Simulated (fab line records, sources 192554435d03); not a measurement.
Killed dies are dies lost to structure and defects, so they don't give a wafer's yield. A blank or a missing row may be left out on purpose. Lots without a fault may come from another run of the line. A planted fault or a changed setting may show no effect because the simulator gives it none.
fab line records | flow n5_finfet
record lots=7 wafers=19 last_day=17
route steps=1938 shown BEOL_M5@1172 PASSIVATION@1936
lots that met no fault: from a run of the same line without faults
start_h: hours from the record's first day to the start of the lot's first wafer shown | wait_h: hours since the lot's step before | " the same as in the row above | L1.1+2: a row that stands for several wafers | - no value, or no start given | * or withheld: withheld | < > ~ a bound
route shown NAME@n: a module of which the file shows steps, and the number in the route of the first | usual: mean/standard deviation of fault-free wafers | same: alike in all rows | chamber/n: place in a boat | sites: the reading at each site | _std_site: their standard deviation | _edge_site: outer sites' mean less inner sites' | radius_mm: how far each site lies from the wafer's centre | mask NAME#n: copy n | behind: the tool/chamber that last shaped the wafer | hold: why the lot was held/for how many hours/how that ended | device: the transistor (n, p or np) that didn't switch | end of line: the same wafers' tests at the end of the route | a step without rows: its recipe alone | killed: dies lost to structure and defects at the first sort, not the wafer's yield | map: a wafer's dies, x killed, . not, _ none there
set.NAME: the setting as run; set.NAME@STEP: as run at that earlier step | model.NAME: the simulator's own value behind a step, which no gauge read
lots at some steps of the route; a table a step, a row a wafer
services: from which hour (start_h, from the record's first day; less than 0 if before it) a tool's chamber was out of use, for how many hours, and why
## steps
# step N5_BEOL_M5_ALD_86
# recipe material=TaN target_thk_a=* temp_c=275 ald_precursor_family=PDMAT ald_co_reactant=NH3 pressure_torr=3 carrier_flow_sccm=1500 pulse_time_s=2 purge_time_s=3 co_reactant_purge_time_s=2 co_reactant_pulse_time_s=3 ald_cycles=30 precursor_vessel_temp_c=75 precursor_vessel_pressure_torr=26.25 precursor_vessel_carrier_sccm=1000
# usual heater_power_w=443/42 precursor_vessel_temp_c=75.02/0.13
# columns lot.wafer tool chamber start_h wait_h heater_power_w precursor_vessel_temp_c since_wet_clean_h
L188.2 ald_metal-02 1 195.10 0.0 475 75.18 2935
L188.3 " 2 " " 426 75.00 2935
L188.5 " 0 " " 480 75.07 -
L190.1 ald_metal-04 2 223.55 0.0 390 75.07 1425
L190.4 " 3 " " 517 74.78 1425
L190.5 " 0 " " 383 75.26 -
L196.2 ald_metal-04 2 249.93 0.0 394 75.10 1451
L196.5 " 3 " " 523 75.02 -
L197.4 ald_metal-01 3 257.84 0.0 430 75.01 4536
L197.5 " 0 " " 379 75.12 -
L197.6 " 1 " " 439 75.00 -
L198.4 ald_metal-02 2 266.18 0.2 443 74.95 3006
L198.5 " 2 " " 426 75.00 -
L206.1 ald_metal-02 0 314.39 0.0 486 75.03 3054
L206.2 " 1 " " 487 75.08 3054
L206.5 " 1 " " 475 75.15 -
L207.1 ald_metal-02 0 315.30 0.0 494 75.27 3055
L207.3 " 2 " " 429 74.88 3055
L207.4 " 3 " " 406 74.87 3055
# step N5_BEOL_M5_SURFACE_TREAT_87
# recipe gas=Ar time_s=* ion_energy_ev=* ion_current_ma_cm2=0.5 pressure_mtorr=* ar_flow_sccm=30
# usual throttle_valve_pct=*
# columns lot.wafer tool chamber start_h wait_h throttle_valve_pct
L188.2 pvd_sputter-03 - 195.32 0.1 *
L188.3 " - " " *
L188.5 " - " " *
L190.1 pvd_sputter-01 - 223.84 0.2 *
L190.4 " - " " *
L190.5 " - " " *
L196.2 pvd_sputter-03 - 250.25 0.2 *
L196.5 " - " " *
L197.4 pvd_sputter-03 - 258.33 0.4 *
L197.5 " - " " *
L197.6 " - " " *
L198.4 pvd_sputter-01 - 266.43 0.2 *
L198.5 " - " " *
L206.1 pvd_sputter-02 - 314.69 0.2 *
L206.2 " - " " *
L206.5 " - " " *
L207.1 pvd_sputter-03 - 315.72 0.3 *
L207.3 " - " " *
L207.4 " - " " *
# step N5_BEOL_M5_CVD_47
# recipe material=Co target_thk_a=30 temp_c=withheld precursor=CCTBA/H2 pressure_torr=30 time_s=216
# step N5_BEOL_M5_SPUTTER_48
# recipe material=Cu target_thk_a=150 temp_c=-20 chamber_pressure_pa=0.07 power_w=withheld time_s=27.62
# step N5_BEOL_M5_ANNEAL_49
# recipe temp_c=400 time_s=1800 ambient=vacuum
# usual heater_power_w=849/58
# columns lot.wafer tool chamber start_h wait_h heater_power_w
L188.2 pvd_sputter-03 - 195.62 0.0 715
L188.3 " - " " 821
L188.5 " - " " 853
L190.1 pvd_sputter-01 - 224.38 0.0 935
L190.4 " - " " 872
L190.5 " - " " 915
L196.2 pvd_sputter-02 - 250.81 0.0 794
L196.5 " - " " 921
L197.4 pvd_sputter-03 - 258.93 0.0 726
L197.5 " - " " 916
L197.6 " - " " 833
L198.4 pvd_sputter-03 - 266.82 0.0 905
L198.5 " - " " 871
L206.1 pvd_sputter-01 - 314.99 0.0 763
L206.2 " - " " 915
L206.5 " - " " 882
L207.1 pvd_sputter-03 - 318.20 0.0 836
L207.3 " - " " 903
L207.4 " - " " 846
# step N5_BEOL_M5_SPUTTER_81
# recipe material=Cu target_thk_a=150 temp_c=-20 chamber_pressure_pa=0.07 power_w=withheld time_s=27.62
# step N5_BEOL_M5_ANNEAL_82
# recipe temp_c=400 time_s=1800 ambient=vacuum
# step N5_BEOL_M5_SPUTTER_83
# recipe material=Cu target_thk_a=150 temp_c=-20 chamber_pressure_pa=0.07 power_w=withheld time_s=27.62
# usual chamber_pressure_pa=0.06999/0.00015 substrate_temp_c=-20.00/0.1 throttle_valve_pct=29.7/0.88
# columns lot.wafer tool chamber start_h wait_h chamber_pressure_pa substrate_temp_c throttle_valve_pct
L188.2 pvd_sputter-03 - 197.71 0.5 0.06997 -19.89 30.8
L188.3 " - " " 0.0701 -19.99 29.3
L188.5 " - " " 0.07 -20.09 29.4
L190.1 pvd_sputter-01 - 226.47 0.5 0.07021 -19.92 28.1
L190.4 " - " " 0.06969 -20.03 30.2
L190.5 " - " " 0.0701 -20.03 28.0
L196.2 pvd_sputter-02 - 252.90 0.5 0.07023 -20.18 30.9
L196.5 " - " " 0.06994 -20.11 29.7
L197.4 pvd_sputter-03 - 261.02 0.5 0.07011 -19.90 30.7
L197.5 " - " " 0.07027 -20.08 28.7
L197.6 " - " " 0.07001 -19.77 30.6
L198.4 pvd_sputter-03 - 268.91 0.5 0.06989 -20.03 28.8
L198.5 " - " " 0.07026 -19.84 29.2
L206.1 pvd_sputter-01 - 317.09 0.5 0.0698 -19.98 30.2
L206.2 " - " " 0.06993 -20.09 28.2
L206.5 " - " " 0.06994 -20.03 28.8
L207.1 pvd_sputter-03 - 320.29 0.5 0.06975 -20.01 30.7
L207.3 " - " " 0.06976 -19.94 28.5
L207.4 " - " " 0.06985 -19.79 29.1
# step N5_BEOL_M5_ANNEAL_84
# recipe temp_c=400 time_s=1800 ambient=vacuum
# step N5_BEOL_M5_SPUTTER_88
# recipe material=Cu target_thk_a=150 temp_c=-20 chamber_pressure_pa=0.07 power_w=withheld time_s=27.62
# usual chamber_pressure_pa=0.07/0.00014 substrate_temp_c=-20.00/0.12 throttle_valve_pct=29.7/0.86
# columns lot.wafer tool chamber start_h wait_h chamber_pressure_pa substrate_temp_c throttle_valve_pct
L188.2 pvd_sputter-03 - 198.80 0.5 0.06996 -19.90 30.8
L188.3 " - " " 0.07016 -19.88 29.3
L188.5 " - " " 0.07015 -19.91 29.2
L190.1 pvd_sputter-01 - 227.56 0.5 0.07002 -19.89 28.1
L190.4 " - " " 0.06996 -20.06 30.7
L190.5 " - " " 0.06987 -19.82 28.2
L196.2 pvd_sputter-02 - 253.99 0.5 0.07012 -20.01 30.9
L196.5 " - " " 0.07004 -20.04 29.7
L197.4 pvd_sputter-03 - 262.11 0.5 0.07011 -20.04 30.7
L197.5 " - " " 0.06986 -20.08 28.6
L197.6 " - " " 0.07014 -19.89 30.7
L198.4 pvd_sputter-03 - 270.00 0.5 0.07014 -20.22 28.3
L198.5 " - " " 0.07006 -20.06 29.2
L206.1 pvd_sputter-01 - 318.17 0.5 0.06985 -20.10 30.1
L206.2 " - " " 0.07007 -20.04 28.4
L206.5 " - " " 0.06982 -19.96 28.8
L207.1 pvd_sputter-03 - 321.38 0.5 0.06979 -20.12 30.6
L207.3 " - " " 0.06993 -20.16 28.7
L207.4 " - " " 0.06996 -19.87 29.2
# step N5_BEOL_M5_ANNEAL_89
# recipe temp_c=400 time_s=1800 ambient=vacuum
# step N5_BEOL_M5_SPUTTER_90
# recipe material=Cu target_thk_a=45 temp_c=-20 chamber_pressure_pa=0.07 power_w=withheld time_s=8.29
# step N5_BEOL_M5_ECD_50
# recipe material=Cu target_thk_a=3000
# columns lot.wafer tool chamber start_h wait_h model.Cu_of_BEOL_M5_ECD_50.thk_nm
L188.2 ecd_cu-01 1 200.00 0.1 303.4
L188.3 " 0 " " 301.4
L188.5 " 0 " " 299
L190.1+4 ecd_cu-01 1,0 228.76 0.1 300
L190.5 " 1 " " 299.8
L196.2 ecd_cu-01 0 255.20 0.1 301.8
L196.5 " 1 " " 177.6
L197.4 ecd_cu-01 0 263.34 0.1 181.2
L197.5 " 1 " " 182.4
L197.6 " 0 " " 302.6
L198.4 ecd_cu-01 1 271.22 0.1 180.8
L198.5 " 1 " " 179.8
L206.1+2 ecd_cu-02 1,0 319.38 0.1 300.8
L206.5 " 1 " " 299.4
L207.1 ecd_cu-02 1 322.58 0.1 297.2
L207.3+4 " 1,0 " " 303.8
# step N5_BEOL_M5_ANNEAL_51
# recipe temp_c=225 time_s=90 ambient=N2
# step N5_BEOL_M5_CMP_52
# recipe stop_on=SiCOH_lowk t_overpolish_s=6.9 down_force_psi=1 platen_rpm=50 clearing_platen_down_force_psi=1.5 clearing_platen_rpm=50 post_cmp_clean=cu_alkaline target_thk_nm=62 clearing_platen_pad_velocity_m_s=0.99484 pad_velocity_m_s=0.99484
# usual motor_current_A=6.2/0.8 time_to_endpoint_s=62/3.4
# columns lot.wafer tool chamber start_h wait_h motor_current_A time_to_endpoint_s
L188.3 cmp-02 0 200.69 0.4 6.6 61
L188.2 " 1 " " 7.3 67
L188.5 " 0 " " 6.2 66
L190.1 cmp-03 2 229.14 0.3 6.3 55
L190.4 " 0 " " 7.5 59
L190.5 " 3 " " 5.7 60
L196.2 cmp-02 3 255.62 0.2 6.0 66
L196.5 " 2 " " 6.1 34
L197.4 cmp-03 0 263.74 0.2 7.5 39
L197.5 " 3 " " 6.1 41
L197.6 " 0 " " 7.4 65
L198.4 cmp-03 3 271.68 0.2 6.1 43
L198.5 " 0 " " 7.2 41
L206.1 cmp-01 0 319.80 0.3 6.4 63
L206.2 " 1 " " 6.4 62
L206.5 " 0 " " 6.2 67
L207.1 cmp-01 2 323.54 0.3 4.9 59
L207.4 " 3 " " 5.1 66
L207.3 " 0 " " 6.3 64
# step N5_BEOL_M5_THK_MEAS_53
# recipe thk_meas_gauge=xrf reads=Cu_of_BEOL_M5_ECD_50
# usual M5_THK=61.5/2.3
# columns lot.wafer tool chamber start_h wait_h M5_THK[nm]
L188.2 film_metro-01 - 200.99 - 65.5
L188.3 " - " " 58.7
L188.5 " - " " 62.7
L190.1 film_metro-02 - 229.44 - 64.6
L190.4 " - " " 62.3
L190.5 " - " " 62.4
L196.2 film_metro-01 - 255.87 - 59.6
L196.5 " - " " 60.1
L197.4 film_metro-02 - 263.99 - 57.6
L197.5 " - " " 58.4
L197.6 " - " " 62.3
L198.4 film_metro-01 - 271.97 - 61.5
L198.5 " - " " 61.8
L206.1 film_metro-01 - 320.06 - 61.7
L206.2 " - " " 59.3
L206.5 " - " " 62.1
L207.1 film_metro-01 - 323.84 - 58.8
L207.3 " - " " 60.3
L207.4 " - " " 62.0
# step N5_PASSIVATION_PROBE_49
# usual defect_limited_yield=91.7/1.4 killed_at_M0_to_M3=31/11 killed_at_M4_up=13/4.6 killed_at_contacts=13/6.7 killed_at_front_end=39/9.6 killed_at_other=3.5/2.8 killed_dies=98/16 killed_open=64/11 killed_short=33/8.5 sort_bin_5_function=4.9/0.96 sort_bin_6_memory=3.1/0.59 sort_bin_8_speed=0.2/1.3 sort_n_pass=1080/23
# same gross_dies=1180 killed_at_back_side=0 sort_bin_4_leakage[%]=0
# columns lot.wafer tool chamber start_h wait_h defect_limited_yield[%] killed_at_M0_to_M3 killed_at_M4_up killed_at_contacts killed_at_front_end killed_at_other killed_dies killed_open killed_short sort_bin_5_function[%] sort_bin_6_memory[%] sort_bin_8_speed[%] sort_n_pass
L188.2 prober-01 - 294.78 0.1 90.3 27 12 22 54 0 115 72 41 5.9 3.2 0 1065
L188.3 prober-01 - 294.83 0.1 90.3 25 19 23 45 2 114 75 38 5.7 3.6 0 1066
L188.5 prober-01 - 294.93 0.2 89.9 21 13 36 44 5 119 70 49 6.4 3.3 0 1061
L190.1 prober-01 - 319.15 0.0 90.8 36 11 10 44 8 109 73 36 5.3 3.5 0 1071
L190.4 prober-01 - 319.30 0.2 91.4 30 7 15 44 5 101 65 36 5.3 3.2 0 1079
L190.5 prober-01 - 319.35 0.2 93.1 22 8 11 33 8 82 59 23 3.6 3.1 0 1098
L196.5 prober-01 - 343.81 0.2 89.6 50 13 13 45 2 123 78 45 6.7 3.1 0 1057
L207.1 prober-01 - 414.07 0.0 90.6 45 7 11 44 4 111 66 44 5.4 3.7 0 1069
L207.3 prober-01 - 414.17 0.1 89.4 54 18 18 32 3 125 80 44 6.3 3.9 0 1055
L207.4 prober-01 - 414.22 0.2 90.3 48 5 7 54 0 114 71 42 5.1 4.2 0 1066
# killed by level:class
L188.2 MOL_CONTACT_COAG:geometric_particle:open=18 GATE_CUT:geometric_particle:short=17 FIN_SAQP:geometric_particle:short=10 GATE_CUT:geometric_particle:open=10 FIN_SAQP:geometric_particle:open=7 BEOL_M0:geometric_particle:open=7 BEOL_M1:geometric_particle:open=7 BEOL_M4:geometric_particle:open=7
L188.3 MOL_CONTACT_COAG:geometric_particle:open=18 GATE_CUT:geometric_particle:short=9 BEOL_M1:geometric_particle:open=9 BEOL_M4:geometric_particle:open=6 FIN_SAQP:geometric_particle:short=5 DUMMY_GATE:geometric_particle:open=5 GATE_CUT:geometric_particle:open=5 STI_FIN_REVEAL:geometric_particle:open=4
L188.5 MOL_CONTACT_COAG:geometric_particle:open=26 FIN_SAQP:geometric_particle:short=11 MOL_CONTACT_COAG:geometric_particle:short=10 FIN_SAQP:geometric_particle:open=9 GATE_CUT:geometric_particle:open=8 BEOL_M1:geometric_particle:open=5 GATE_CUT:geometric_particle:short=4 BEOL_M1:geometric_particle:short=4
L190.1 BEOL_M1:geometric_particle:open=12 GATE_CUT:geometric_particle:short=9 BEOL_M0:geometric_particle:open=9 FIN_SAQP:geometric_particle:short=7 STI_FIN_REVEAL:geometric_particle:open=7 MOL_CONTACT_COAG:geometric_particle:open=7 GATE_CUT:geometric_particle:open=5 BEOL_M1:geometric_particle:short=5
L190.4 MOL_CONTACT_COAG:geometric_particle:open=13 GATE_CUT:geometric_particle:short=8 STI_FIN_REVEAL:geometric_particle:open=7 DUMMY_GATE:geometric_particle:open=6 BEOL_M3:geometric_particle:open=6 GATE_CUT:geometric_particle:open=5 BEOL_M0:geometric_particle:open=5 BEOL_M1:geometric_particle:short=5
L190.5 MOL_CONTACT_COAG:geometric_particle:open=9 BEOL_M0:geometric_particle:open=5 STI_FIN_REVEAL:geometric_particle:open=5 DUMMY_GATE:geometric_particle:open=5 BEOL_M3:geometric_particle:short=5 BEOL_M4:geometric_particle:open=5 FIN_SAQP:geometric_particle:open=4 GATE_CUT:geometric_particle:open=4
L196.5 BEOL_M0_SAQP:geometric_particle:short=13 FIN_SAQP:geometric_particle:short=11 BEOL_M0_SAQP:geometric_particle:open=11 STI_FIN_REVEAL:geometric_particle:open=11 FIN_SAQP:geometric_particle:open=10 BEOL_M0:geometric_particle:open=10 MOL_CONTACT_COAG:geometric_particle:open=10 BEOL_M4:geometric_particle:open=6
L207.1 BEOL_M3:geometric_particle:open=16 FIN_SAQP:geometric_particle:short=15 FIN_SAQP:geometric_particle:open=10 BEOL_M0_SAQP:geometric_particle:short=10 BEOL_M0_SAQP:geometric_particle:open=8 MOL_CONTACT_COAG:geometric_particle:short=6 MOL_CONTACT_COAG:geometric_particle:open=5 STI_FIN_REVEAL:geometric_particle:open=4
L207.3 BEOL_M1:geometric_particle:open=22 MOL_CONTACT_COAG:geometric_particle:open=16 BEOL_M0_SAQP:geometric_particle:short=16 FIN_SAQP:geometric_particle:open=8 FIN_SAQP:geometric_particle:short=8 STI_FIN_REVEAL:geometric_particle:open=4 BEOL_M0_SAQP:geometric_particle:open=4 BEOL_M1:geometric_particle:short=4
L207.4 FIN_SAQP:geometric_particle:open=16 BEOL_M0_SAQP:geometric_particle:short=15 BEOL_M0_SAQP:geometric_particle:open=14 STI_FIN_REVEAL:geometric_particle:open=9 BEOL_M1:geometric_particle:open=8 FIN_SAQP:geometric_particle:short=7 BEOL_M3:geometric_particle:open=5 DUMMY_GATE:geometric_particle:open=4
## services
# columns tool chamber start_h hours kind
cmp-01 - 213.14 15.0 pm
ald_metal-04 - 214.73 0.4 repair
ald_metal-04 - 220.14 1.1 repair
ald_metal-02 - 237.99 1.2 pm
cmp-01 - 241.18 2.2 pm
cmp-01 - 243.90 4.0 pm
ecd_cu-02 - 246.25 6.3 pm
cmp-01 - 247.90 - consumable_replace:conditioner
cmp-01 - 247.90 - consumable_replace:pad
cmp-02 - 248.06 0.8 repair
cmp-02 - 252.76 2.7 repair
cmp-01 - 260.80 0.8 repair
cmp-02 - 263.10 2.0 repair
cmp-03 - 281.13 8.0 repair
ecd_cu-01 - 283.45 1.3 repair
ald_metal-02 3 288.94 4.6 repair
ald_metal-01 3 296.75 5.8 repair
ald_metal-01 - 297.32 14.6 pm
cmp-02 - 303.32 1.6 repair
cmp-02 - 307.52 0.3 repair
ald_metal-01 - 312.85 8.7 pm
cmp-02 - 315.83 4.0 pm
cmp-02 - 319.83 - consumable_replace:conditioner
cmp-02 - 319.83 4.8 pm
## key
first_sign step=N5_BEOL_M5_CMP_52 reading=time_to_endpoint_s direction=down sigmas=6.6 usual=* struck=*
effect none on later readings
model_effect step=N5_BEOL_M5_ECD_50 value=Cu_of_BEOL_M5_ECD_50.thk_nm without=300.4 struck=180.4
met_at N5_BEOL_M5_ECD_50
struck_wafers L196.5,L197.4,L197.5,L198.4,L198.5
onset_between 228.76 255.20
fault kind=process_parameter_drift tool=ecd_cu-01 chamber=- onset_h=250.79 steps=N5_BEOL_M5_ECD_50 channel=target_thk_a offset=* shape=step end_h=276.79 scope=struck_wafers_only acts_in=* stated=*
